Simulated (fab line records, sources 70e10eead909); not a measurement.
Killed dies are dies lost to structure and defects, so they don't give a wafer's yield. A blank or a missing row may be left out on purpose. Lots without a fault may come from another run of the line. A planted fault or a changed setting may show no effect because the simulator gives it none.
A struck lot beside a sound one | flow nand_harc | 15 steps out of a route of 1302
Sound: wafers L819.1, L819.3, L819.6. Struck: wafers L826.2, L826.3, L826.6. The cause comes at the end.
At each step with rows: each side's tool, then ch and its chambers, then its first start. Under that, the readings that differ: sound wafers | struck wafers | difference of the means | sigmas: that difference in standard deviations of wafers without a fault.
alike: readings whose means differ by less than 2 such deviations, and words and numbers that are the same on both sides. not compared: withheld readings, readings that some wafer has no value for, bounds like >300 that may hide the same value, and numbers for which the record gives no deviation and whose values overlap.
The two part at a step that has a row with sigmas, a row that says differs or no value, or rows on one side only. Numbers that don't overlap but have no deviation are shown without sigmas and don't part them. A reading that every wafer of one side lacks parts them only if that side has two wafers or more.

NHARC_A_M1_PRE_CLEAN_32: time 12 s.
  sound on pecvd-01 ch 0,1,2, day 26 21:16; struck on pecvd-04 ch 0,2, day 29 02:12
  alike: heater_power_w
NHARC_A_M1_DEP_33: deposits SiCN, target thk 30 nm.
  sound on pecvd-01 ch 0,1,2, day 26 21:21; struck on pecvd-04 ch 0,2, day 29 02:17
  alike: heater_power_w, showerhead_vpp_V
NHARC_A_BONDPAD_DEP_00: deposits SiCN, target thk 250 nm.
  sound on pecvd-03 ch 0,1,2, day 26 21:55; struck on pecvd-03 ch 0,1, day 29 02:54
  alike: heater_power_w, showerhead_vpp_V
NHARC_A_BONDPAD_CMP_29: polishes SiCN, target thk 200 nm.
  sound on cmp-01 ch 0,1,2, day 26 22:19; struck on cmp-03 ch 0,3, day 29 03:23
  alike: motor_current_A
NHARC_A_BONDPAD_THK_MEAS_30: measures by ellipsometry.
  sound on film_metro-01, day 26 22:34; struck on film_metro-02, day 29 03:38
  alike: thk_nm
then, 7 steps without rows for these wafers: NHARC_A_BONDPAD_SRD_31; NHARC_A_BONDPAD_DEHYDRATE_01 (time 120 s); NHARC_A_BONDPAD_HMDS_02 (time 30 s); NHARC_A_BONDPAD_COAT_33 (time 65 s); NHARC_A_BONDPAD_COAT_03 (resist thk 600 nm); NHARC_A_BONDPAD_SOFTBAKE_04 (time 70 s); NHARC_A_BONDPAD_EBR_05.
NHARC_A_BONDPAD_EXPOSE_06: exposes mask A BPAD.
  sound on krf_scanner-04 ch 0, day 26 22:58; struck on krf_scanner-04 ch 0, day 29 04:03
  reading              | sound             | struck            | difference | sigmas
  exposure_dose_mJ_cm2 | 37.39 37.43 37.36 | 35.59 35.54 35.66 | -1.80      | -9
  alike: mask
then, 1 step without rows for these wafers: NHARC_A_BONDPAD_PEB_07 (peb time 80 s).
NHARC_END_SORT_01:
  the record has rows for the struck wafers here (prober-01 ch 0, day 30 14:55) and none for the sound ones

WHERE THEY PART
First at NHARC_A_BONDPAD_EXPOSE_06; last, within this record, at NHARC_END_SORT_01.

WHY: what the simulator had put in
Process parameter drift: krf_scanner-04, from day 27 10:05 on, at NHARC_A_BONDPAD_EXPOSE_06. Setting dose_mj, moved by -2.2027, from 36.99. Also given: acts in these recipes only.
